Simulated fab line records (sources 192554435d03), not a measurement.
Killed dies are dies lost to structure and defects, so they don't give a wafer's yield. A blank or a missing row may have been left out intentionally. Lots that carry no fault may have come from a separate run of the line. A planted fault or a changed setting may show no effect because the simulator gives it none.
Split-lot study || flow n5-finfet || on a route of 1938 steps: 7 lots, 21 wafers read

ON THE SPLIT
At N5_BEOL_M14_ILD_DEP_00 (deposits SiO2 from TEOS/O2, target thk 1119.3 nm, time 237.4 s), the setting time-s was moved away from the recipe's 237.4 s on 4 of the 21 wafers read, by -9.2% to +12.9%. This setting was run at the recipe's value on the other wafers.

Split to reading: the file shows no intervening step.

THE READING
At N5_BEOL_M14_THK_MEAS_01: M14_ILD_THK, given in nm. A value of 1117 nm with a standard deviation of 14 nm is what fault-free wafers of this fab line usually give.

{"wafer": "L074.2", "tool, chamber at the split": "pecvd-04, 2", "time-s as run, s": 237.4, "against the recipe": "recipe", "M14_ILD_THK, nm": 1117, "against lot-mates on the recipe": "-"}
{"wafer": "L074.4", "tool, chamber at the split": "pecvd-04, 2", "time-s as run, s": 237.4, "against the recipe": "recipe", "M14_ILD_THK, nm": 1122, "against lot-mates on the recipe": "-"}
{"wafer": "L074.5", "tool, chamber at the split": "pecvd-04, 1", "time-s as run, s": 237.4, "against the recipe": "recipe", "M14_ILD_THK, nm": 1130, "against lot-mates on the recipe": "-"}
{"wafer": "L077.2", "tool, chamber at the split": "pecvd-03, 1", "time-s as run, s": 226.6, "against the recipe": "-4.5%", "M14_ILD_THK, nm": 1071, "against lot-mates on the recipe": -65}
{"wafer": "L077.4", "tool, chamber at the split": "pecvd-03, 2", "time-s as run, s": 237.4, "against the recipe": "recipe", "M14_ILD_THK, nm": 1136, "against lot-mates on the recipe": "-"}
{"wafer": "L077.6", "tool, chamber at the split": "pecvd-03, 1", "time-s as run, s": 226.6, "against the recipe": "-4.5%", "M14_ILD_THK, nm": 1088, "against lot-mates on the recipe": -48}
{"wafer": "L076.1", "tool, chamber at the split": "pecvd-03, 1", "time-s as run, s": 237.4, "against the recipe": "recipe", "M14_ILD_THK, nm": 1111, "against lot-mates on the recipe": "-"}
{"wafer": "L076.2", "tool, chamber at the split": "pecvd-03, 0", "time-s as run, s": 268.1, "against the recipe": "+12.9%", "M14_ILD_THK, nm": 1250, "against lot-mates on the recipe": "+131"}
{"wafer": "L076.6", "tool, chamber at the split": "pecvd-03, 2", "time-s as run, s": 237.4, "against the recipe": "recipe", "M14_ILD_THK, nm": 1127, "against lot-mates on the recipe": "-"}
{"wafer": "L082.2", "tool, chamber at the split": "pecvd-03, 2", "time-s as run, s": 237.4, "against the recipe": "recipe", "M14_ILD_THK, nm": 1113, "against lot-mates on the recipe": "-"}
{"wafer": "L082.3", "tool, chamber at the split": "pecvd-03, 0", "time-s as run, s": 237.4, "against the recipe": "recipe", "M14_ILD_THK, nm": 1106, "against lot-mates on the recipe": "-"}
{"wafer": "L082.4", "tool, chamber at the split": "pecvd-03, 0", "time-s as run, s": 215.5, "against the recipe": "-9.2%", "M14_ILD_THK, nm": 1018, "against lot-mates on the recipe": -92}
{"wafer": "L083.1", "tool, chamber at the split": "pecvd-03, 0", "time-s as run, s": 237.4, "against the recipe": "recipe", "M14_ILD_THK, nm": 1118, "against lot-mates on the recipe": "-"}
{"wafer": "L083.3", "tool, chamber at the split": "pecvd-03, 2", "time-s as run, s": 237.4, "against the recipe": "recipe", "M14_ILD_THK, nm": 1108, "against lot-mates on the recipe": "-"}
{"wafer": "L083.4", "tool, chamber at the split": "pecvd-03, 0", "time-s as run, s": 237.4, "against the recipe": "recipe", "M14_ILD_THK, nm": 1133, "against lot-mates on the recipe": "-"}
{"wafer": "L090.1", "tool, chamber at the split": "pecvd-03, 0", "time-s as run, s": 237.4, "against the recipe": "recipe", "M14_ILD_THK, nm": 1098, "against lot-mates on the recipe": "-"}
{"wafer": "L090.2", "tool, chamber at the split": "pecvd-03, 1", "time-s as run, s": 237.4, "against the recipe": "recipe", "M14_ILD_THK, nm": 1099, "against lot-mates on the recipe": "-"}
{"wafer": "L090.6", "tool, chamber at the split": "pecvd-03, 1", "time-s as run, s": 237.4, "against the recipe": "recipe", "M14_ILD_THK, nm": 1120, "against lot-mates on the recipe": "-"}
{"wafer": "L095.1", "tool, chamber at the split": "pecvd-01, 1", "time-s as run, s": 237.4, "against the recipe": "recipe", "M14_ILD_THK, nm": 1100, "against lot-mates on the recipe": "-"}
{"wafer": "L095.4", "tool, chamber at the split": "pecvd-01, 2", "time-s as run, s": 237.4, "against the recipe": "recipe", "M14_ILD_THK, nm": 1130, "against lot-mates on the recipe": "-"}
{"wafer": "L095.6", "tool, chamber at the split": "pecvd-01, 2", "time-s as run, s": 237.4, "against the recipe": "recipe", "M14_ILD_THK, nm": 1121, "against lot-mates on the recipe": "-"}

FIT RESULTS
A straight line over all 21 wafers: M14_ILD_THK changes by +10.1 nm for each +1% of time-s; r = +0.96; the points scatter about the line by 12 nm.
The same after taking each lot's own level away (the mean of its wafers on the recipe; 21 wafers): +10.4 nm for each +1%; r = +0.97; scatter 9.4 nm.
According to that fit, moving time-s by its largest amount changes the reading by 1.3e+02 nm.
The lots' own levels span 1105.7 to 1136.0 nm, that is 2.2 times the standard deviation above.
Consequently the slope shifts little with the lot-to-lot level, the two slopes agreeing.
Check: +138 nm against its lot-mates is what the line predicts for one of the wafers moved furthest among these (+12.9%) when that wafer is left out of the fit. Against them it came out at +131 nm.

OTHER SPLITS ON THESE WAFERS
Before the reading, these wafers also passed through other splits. Each is held against what the fit with the lots' levels taken away leaves over:
{"other split on the same wafers": "N5_BEOL_M12_SPUTTER_43 time-s", "wafers away from the commonest value": 5, "r with M14_ILD_THK (lot level and that fit taken away)": "+0.14"}
{"other split on the same wafers": "N5_BEOL_M13_ILD_DEP_00 time-s", "wafers away from the commonest value": 6, "r with M14_ILD_THK (lot level and that fit taken away)": "+0.03"}

THE WHOLE CHAIN: every reading that the file lists as answering this split, in the file's order
{"step": "N5_BEOL_M14_ILD_DEP_00", "what it does": "deposits SiO2 from TEOS/O2, target thk 1119.3 nm, time 237.4 s", "reading": "SiO2_of_BEOL_M14_ILD_DEP_00.thk-nm (the simulator's own value, which no gauge read)", "change (the file's fit)": "+10.3 nm for each +1% of the setting", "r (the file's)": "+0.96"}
{"step": "N5_BEOL_M14_THK_MEAS_01", "what it does": "", "reading": "M14_ILD_THK", "change (the file's fit)": "+10.3 for each +1% of the setting", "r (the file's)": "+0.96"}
{"step": "N5_BEOL_M14_VIA_ETCH_16", "what it does": "etches SiO2 in C4F8/O2/Ar, target depth 1231.3 nm", "reading": "etch.depth-nm (the simulator's own value, which no gauge read)", "change (the file's fit)": "+10.3 nm for each +1% of the setting", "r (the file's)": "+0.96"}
{"step": "N5_BEOL_M14_VIA_ETCH_16", "what it does": "etches SiO2 in C4F8/O2/Ar, target depth 1231.3 nm", "reading": "coat_of_BEOL_M14_COAT_04.thk-nm (the simulator's own value, which no gauge read)", "change (the file's fit)": "-2.84 nm for each +1% of the setting, in a fit together with spin-rpm@BEOL_M14_COAT_04", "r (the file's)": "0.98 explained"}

FILE'S OWN FIT
M14_ILD_THK changes by +10.3 nm for each +1% of time-s, r = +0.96.
